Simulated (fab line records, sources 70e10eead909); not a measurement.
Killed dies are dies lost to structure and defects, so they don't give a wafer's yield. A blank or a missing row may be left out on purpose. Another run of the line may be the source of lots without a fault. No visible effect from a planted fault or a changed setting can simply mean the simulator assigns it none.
fab line records	flow nand_harc
record lots=13	wafers=39	last_day=24
route steps=1159 shown A_CONTACT@909 A_BONDPAD@1072 THIN_TSV@1103 END@1159
lots with no fault: from the same line, run without faults
start_h: start of the lot's first displayed wafer, in hours after the record's first day	wait_h: hours elapsed since this lot's preceding step	" unchanged from the row above	L1.1+2: a row that stands for several wafers	- either no value or no given start	* or withheld: withheld	< > ~ a bound
route shown NAME@n: names a module that has steps shown in the file, with the first one's number in the route	usual: average and standard deviation across the fault-free wafers	same: alike in all rows	chamber/n: place in a boat	sites: per-site readings	_std_site: the standard deviation of these	_edge_site: outer sites' mean less inner sites'	radius_mm: for every site, how far away it sits from the centre of the wafer	mask NAME#n: copy n	behind: tool/chamber where the wafer was last shaped	hold: why the lot went on hold/how many hours it stayed there/how the hold came to an end	device: the n, p or np transistor that did not switch	end of line: tests run on the same wafers once the route is complete	where a step has no rows: the recipe by itself	killed: not the wafer's yield, but the dies lost to structure and defects at the first sort	map: a wafer's dies, marking killed ones x, the rest . and places with no die _
set.NAME: setting as actually run; set.NAME@STEP: the setting as run at that earlier step	model.NAME: the simulator's own value behind a step, which no gauge read
route steps across a sampled set of lots; one table per step, one row per wafer
services: a tool's chamber out of use, with start hour (start_h, from the record's first day; less than 0 if before it), hours out, and reason
## steps
# step NHARC_A_CONTACT_ETCH_129
# recipe source_w=withheld	pressure_mtorr=20	bias_v=1200	time_s=155	target_depth_a=9560	ar_flow_sccm=withheld	c4f8_flow_sccm=withheld	o2_flow_sccm=withheld	chemistry=C4F8/O2/Ar
lot.wafer	tool	chamber	start_h	wait_h	rf_hours_counter_h
L869.1	har_cap_etch-02	0	377.09	0.1	8
L869.3	"	0	"	"	-
L869.6	"	0	"	"	-
L873.1	har_cap_etch-01	0	388.39	0.1	55
L873.4	"	1	"	"	-
L873.6	"	0	"	"	-
L870.3	har_cap_etch-03	1	388.90	0.1	-
L870.6	"	1	"	"	-
L870.5	"	0	"	"	-
L871.2	har_cap_etch-03	0	393.70	0.1	90
L871.4	"	0	"	"	-
L871.5	"	1	"	"	-
L875.1	har_cap_etch-02	0	394.15	0.1	13
L875.2	"	1	"	"	13
L875.6	"	0	"	"	-
L874.1	har_cap_etch-02	1	398.34	0.1	14
L874.4	"	1	"	"	-
L874.6	"	1	"	"	-
L878.1	har_cap_etch-02	1	435.10	0.1	19
L878.5	"	0	"	"	-
L878.6	"	1	"	"	-
L881.1	har_cap_etch-02	0	470.25	0.1	24
L881.2	"	1	"	"	24
L881.3	"	0	"	"	-
L884.4	har_cap_etch-03	0	472.13	0.1	-
L884.3	"	1	"	"	-
L884.6	"	0	"	"	-
L886.3	har_cap_etch-03	0	491.14	0.1	-
L886.4	"	1	"	"	-
L886.5	"	0	"	"	-
L889.2	har_cap_etch-01	1	493.81	0.1	74
L889.1	"	0	"	"	74
L889.3	"	0	"	"	-
L888.1	har_cap_etch-01	0	498.48	0.1	75
L888.2	"	1	"	"	75
L888.5	"	1	"	"	-
L892.1	har_cap_etch-03	1	517.81	0.1	110
L892.5	"	0	"	"	-
L892.6	"	1	"	"	-
# step NHARC_A_BONDPAD_CD_MEAS_09
# recipe target_cd_nm=500	landing_energy_ev=500
# usual cd_nm=500.9/1.9
lot.wafer	tool	chamber	start_h	wait_h	cd_nm
L869.1	cd_sem-02	0	409.52	-	501.3
L869.3	"	0	"	"	503.0
L869.6	"	0	"	"	500.3
L873.1	cd_sem-01	0	415.14	-	501.2
L873.4	"	0	"	"	502.7
L873.6	"	0	"	"	500.7
L870.3	cd_sem-01	0	419.94	-	503.7
L870.5	"	0	"	"	503.6
L870.6	"	0	"	"	501.7
L871.2	cd_sem-01	0	420.38	-	502.4
L871.4	"	0	"	"	500.7
L871.5	"	0	"	"	502.0
L875.1	cd_sem-01	0	421.20	-	498.4
L875.2	"	0	"	"	499.5
L875.6	"	0	"	"	497.5
L874.1	cd_sem-03	0	423.95	-	498.4
L874.4	"	0	"	"	495.3
L874.6	"	0	"	"	497.4
L878.1	cd_sem-01	0	474.10	-	502.7
L878.5	"	0	"	"	503.2
L878.6	"	0	"	"	502.6
L881.1	cd_sem-03	0	501.78	-	501.2
L881.2	"	0	"	"	500.0
L881.3	"	0	"	"	498.8
L884.3	cd_sem-03	0	502.99	-	497.2
L884.4	"	0	"	"	502.0
L884.6	"	0	"	"	499.5
L886.3	cd_sem-03	0	521.81	-	501.1
L886.4	"	0	"	"	498.7
L886.5	"	0	"	"	501.6
L889.1	cd_sem-01	0	524.08	-	503.8
L889.2	"	0	"	"	502.4
L889.3	"	0	"	"	500.0
L888.1	cd_sem-01	0	528.05	-	501.3
L888.2	"	0	"	"	499.4
L888.5	"	0	"	"	497.9
L892.1	cd_sem-03	0	547.89	-	503.0
L892.5	"	0	"	"	500.6
L892.6	"	0	"	"	502.3
# step NHARC_A_BONDPAD_ETCH_12
# recipe target_depth_a=2200	time_s=110	chf3_flow_sccm=50	o2_flow_sccm=10	ar_flow_sccm=200	rf_w=500	bias_w=200	chemistry=CHF3/O2
# usual drypump_motor_current_A=5.8/0.45	oes_product_au=0.942/0.02	rf_vpp_V=370.5/2.9	showerhead_plenum_p_Torr=2.40/0.13	throttle_valve_pct=20.573/0.0089
lot.wafer	tool	chamber	start_h	wait_h	drypump_motor_current_A	oes_product_au	rf_hours_counter_h	rf_vpp_V	showerhead_plenum_p_Torr	throttle_valve_pct
L869.3	rie_diel-04	3	-	-	6.3	0.915	4	373.3	2.57	20.570
L869.1	"	0	"	"	5.2	0.910	4	366.1	2.25	20.567
L869.6	"	3	"	"	6.3	0.919	-	373.6	2.57	20.574
L873.4	rie_diel-07	2	-	-	6.8	0.960	0	373.9	2.50	20.580
L873.1	"	3	"	"	5.0	0.958	0	372.2	2.55	20.582
L873.6	"	2	"	"	6.8	0.957	-	372.0	2.50	20.567
L870.3	rie_diel-05	3	-	-	5.5	0.924	23	372.6	2.47	20.564
L870.5	"	3	"	"	5.5	0.927	-	371.8	2.47	20.571
L870.6	"	0	"	"	5.6	0.921	-	367.3	2.29	20.568
L871.4	rie_diel-07	2	-	-	6.8	0.980	1	372.3	2.50	20.548
L871.2	"	3	"	"	5.0	0.961	1	372.6	2.55	20.585
L871.5	"	0	"	"	6.0	0.969	-	369.9	2.38	20.583
L875.1	rie_diel-04	2	-	-	5.9	0.966	5	369.1	2.26	20.575
L875.2	"	0	"	"	5.3	0.959	5	367.0	2.25	20.582
L875.6	"	3	"	"	6.3	0.961	-	373.9	2.57	20.586
L874.1	rie_diel-04	1	-	-	5.8	0.907	5	371.0	2.44	20.575
L874.4	"	3	"	"	6.3	0.917	5	375.5	2.57	20.568
L874.6	"	2	"	"	5.9	0.935	-	367.6	2.26	20.578
L878.1	rie_diel-07	2	-	-	6.8	0.932	14	371.2	2.49	20.566
L878.6	"	3	"	"	5.0	0.930	-	373.4	2.55	20.572
L878.5	"	0	"	"	6.0	0.917	-	369.9	2.37	20.568
L881.1	rie_diel-04	1	-	-	5.7	0.910	1	372.8	2.44	20.558
L881.3	"	2	"	"	5.9	0.916	1	367.9	2.25	20.561
L881.2	"	0	"	"	5.2	0.914	1	366.9	2.25	20.568
L884.4	rie_diel-04	2	-	-	5.9	0.958	1	367.6	2.25	20.579
L884.3	"	3	"	"	6.3	0.939	1	373.3	2.57	20.590
L884.6	"	3	"	"	6.3	0.943	-	374.4	2.57	20.581
L886.4	rie_diel-04	0	-	-	5.3	0.967	2	367.4	2.25	20.560
L886.3	"	1	"	"	5.7	0.958	2	371.1	2.44	20.557
L886.5	"	0	"	"	5.2	0.975	-	367.5	2.25	20.574
L889.2	rie_diel-04	2	-	-	5.9	0.922	2	366.6	2.25	20.575
L889.3	"	3	"	"	6.3	0.911	2	372.9	2.57	20.585
L889.1	"	0	"	"	5.2	0.921	2	365.2	2.25	20.585
L888.1	rie_diel-04	0	-	-	5.2	0.963	2	368.6	2.25	20.570
L888.2	"	1	"	"	5.7	0.945	2	371.5	2.44	20.568
L888.5	"	1	"	"	5.7	0.951	-	372.6	2.44	20.557
L892.1	rie_diel-07	2	-	-	6.8	0.940	28	371.8	2.49	20.569
L892.5	"	0	"	"	6.0	0.936	-	369.5	2.37	20.571
L892.6	"	1	"	"	6.1	0.938	-	372.2	2.46	20.586
# step NHARC_THIN_TSV_THK_MEAS_02
# recipe thk_meas_gauge=ir
# usual thk_nm=3030/210
lot.wafer	tool	chamber	start_h	wait_h	thk_nm
L869.1	film_metro-01	-	424.88	-	3305
L869.3	"	-	"	"	2940
L869.6	"	-	"	"	2865
L873.1	film_metro-02	-	429.72	0.2	2699
L873.4	"	-	"	"	2924
L873.6	"	-	"	"	2758
L870.3	film_metro-01	-	435.08	0.2	2988
L870.5	"	-	"	"	3121
L870.6	"	-	"	"	3067
L875.1	film_metro-02	-	437.79	0.2	3206
L875.2	"	-	"	"	2810
L875.6	"	-	"	"	3110
L871.2	film_metro-02	-	438.99	0.2	3139
L871.4	"	-	"	"	3248
L871.5	"	-	"	"	3291
L874.1	film_metro-02	-	441.13	0.2	2843
L874.4	"	-	"	"	2969
L874.6	"	-	"	"	2983
L878.1	film_metro-02	-	488.58	-	3078
L878.5	"	-	"	"	3184
L878.6	"	-	"	"	3297
L881.1	film_metro-01	-	521.02	-	2761
L881.2	"	-	"	"	3011
L881.3	"	-	"	"	3178
L884.3	film_metro-01	-	522.23	-	3099
L884.4	"	-	"	"	2931
L884.6	"	-	"	"	2852
L886.3	film_metro-01	-	539.36	-	3129
L886.4	"	-	"	"	3158
L886.5	"	-	"	"	3132
L889.1	film_metro-01	-	541.25	0.2	3011
L889.2	"	-	"	"	2901
L889.3	"	-	"	"	2960
L888.1	film_metro-02	-	542.46	-	3153
L888.2	"	-	"	"	3242
L888.5	"	-	"	"	3343
L892.1	film_metro-02	-	563.13	-	3259
L892.5	"	-	"	"	3431
L892.6	"	-	"	"	3366
# step NHARC_END_SORT_01
# recipe temp_c=25
# usual killed_at_array=29/11	killed_at_other=0.7/1.1	killed_at_periphery=3.1/2	killed_dies=33/11	killed_open=3.5/1.8	killed_short=2.0/1.4
# same gross_dies=677
lot.wafer	tool	chamber	start_h	wait_h	killed_at_array	killed_at_other	killed_at_periphery	killed_dies	killed_open	killed_short
L878.1	prober-01	0	504.42	2.5	123	0	3	126	2	0
L878.5	prober-01	0	507.64	3.7	44	1	4	49	3	3
L878.6	prober-01	0	508.44	4.0	121	1	5	127	2	2
L881.1	prober-02	0	538.81	2.5	33	5	2	40	7	0
L881.2	prober-02	0	539.61	2.8	133	0	4	137	4	3
L881.3	prober-02	0	540.41	3.1	34	3	2	39	2	2
# killed by level:class
L878.1 A_CONTACT:unspecified=90 A_SLIT:chamber_film_flake=12 A_CHANNEL_HOLE_D1:chamber_film_flake=9 A_ZERO_WELL:chamber_film_flake=4 A_STAIRCASE:chamber_film_flake=4 A_BONDPAD:chamber_film_flake=2 P_CONTACT:geometric_particle:open=1 A_CHANNEL_FILL_D1:geometric_particle:open=1
L878.5 A_CHANNEL_HOLE_D1:chamber_film_flake=19 A_SLIT:chamber_film_flake=13 A_STAIRCASE:chamber_film_flake=3 P_CONTACT:chamber_film_flake=2 A_BONDPAD:chamber_film_flake=2 P_M0:geometric_particle:open=1 A_CHANNEL_FILL_D1:geometric_particle:open=1 A_CHANNEL_FILL_D1:geometric_particle:short=1
L878.6 A_CONTACT:unspecified=88 A_SLIT:chamber_film_flake=13 A_CHANNEL_HOLE_D1:chamber_film_flake=10 A_STAIRCASE:chamber_film_flake=3 P_GATE:chamber_film_flake=2 P_M2:geometric_particle:open=1 A_ONON_D1:geometric_particle:short=1 A_CONTACT:geometric_particle:short=1
L881.1 A_CHANNEL_HOLE_D1:chamber_film_flake=18 A_STAIRCASE:chamber_film_flake=6 THIN_TSV:chamber_film_flake=5 A_CHANNEL_FILL_D1:geometric_particle:open=2 A_WL_FILL:chamber_film_flake=2 P_CONTACT:geometric_particle:open=1 A_CHANNEL_HOLE_D1:geometric_particle:open=1 A_BLC:geometric_particle:open=1
L881.2 A_CONTACT:unspecified=95 A_CHANNEL_HOLE_D1:chamber_film_flake=27 A_STAIRCASE:chamber_film_flake=3 A_CONTACT:chamber_film_flake=3 P_GATE:geometric_particle:open=1 P_CONTACT:geometric_particle:short=1 P_CONTACT:geometric_particle:open=1 A_ONON_D1:geometric_particle:short=1
L881.3 A_CHANNEL_HOLE_D1:chamber_film_flake=19 A_STAIRCASE:chamber_film_flake=5 A_CONTACT:chamber_film_flake=3 THIN_TSV:chamber_film_flake=3 A_CHANNEL_FILL_D1:chamber_film_flake=2 A_WL_FILL:chamber_film_flake=2 P_M0:geometric_particle:open=1 A_ONON_D1:geometric_particle:short=1
## services
tool	chamber	start_h	hours	kind
har_cap_etch-02	-	368.54	2.2	repair
rie_diel-04	0	371.40	-	clean
rie_diel-04	1	371.40	-	clean
rie_diel-04	2	371.40	-	clean
rie_diel-04	3	371.40	-	clean
rie_diel-05	3	381.74	12.5	repair
rie_diel-04	0	395.90	-	clean
rie_diel-04	1	395.90	-	clean
rie_diel-04	2	395.90	-	clean
rie_diel-04	3	395.90	-	clean
rie_diel-07	-	405.62	9.0	pm
rie_diel-04	0	420.40	-	clean
rie_diel-04	1	420.40	-	clean
rie_diel-04	2	420.40	-	clean
rie_diel-04	3	420.40	-	clean
rie_diel-05	1	423.83	4.1	repair
rie_diel-07	3	440.93	18.8	repair
rie_diel-04	1	452.88	3.2	repair
rie_diel-04	-	465.90	9.0	pm
rie_diel-04	3	478.02	9.2	repair
rie_diel-05	-	517.77	9.0	pm
rie_diel-07	3	535.89	5.6	repair
har_cap_etch-03	-	545.00	17.0	pm
rie_diel-04	-	545.97	0.1	repair
## key
first_sign step=NHARC_END_SORT_01	reading=killed_dies	direction=up	sigmas=9.1	usual=33	struck=130
effect step=NHARC_END_SORT_01	reading=killed_at_array	direction=up	sigmas=9	usual=29	struck=126
more_kills_born_at NHARC_A_CONTACT_ETCH_129@har_cap_etch-02=273
met_at NHARC_A_CONTACT_ETCH_129
struck_lots L878,L881
struck_wafers L878.1,L878.6,L881.2
tester_left_out L878,L881
not_acting_at NHARC_A_BONDPAD_CD_MEAS_09,NHARC_A_BONDPAD_ETCH_12,NHARC_THIN_TSV_THK_MEAS_02
onset_between 398.34 435.10
fault kind=chamber_particle_source	tool=har_cap_etch-02	chamber=1	onset_h=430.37	steps=NHARC_A_CONTACT_ETCH_129	rate_per_visit_cm2=0.85353	end_h=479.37
# tester_left_out: of these lots the tester's yield and bins aren't shown, on N5 and GAA mostly nor the transistor test; their killed dies are dies lost to structure and defects alone, not to doping, threshold or leakage, so they don't give the yield
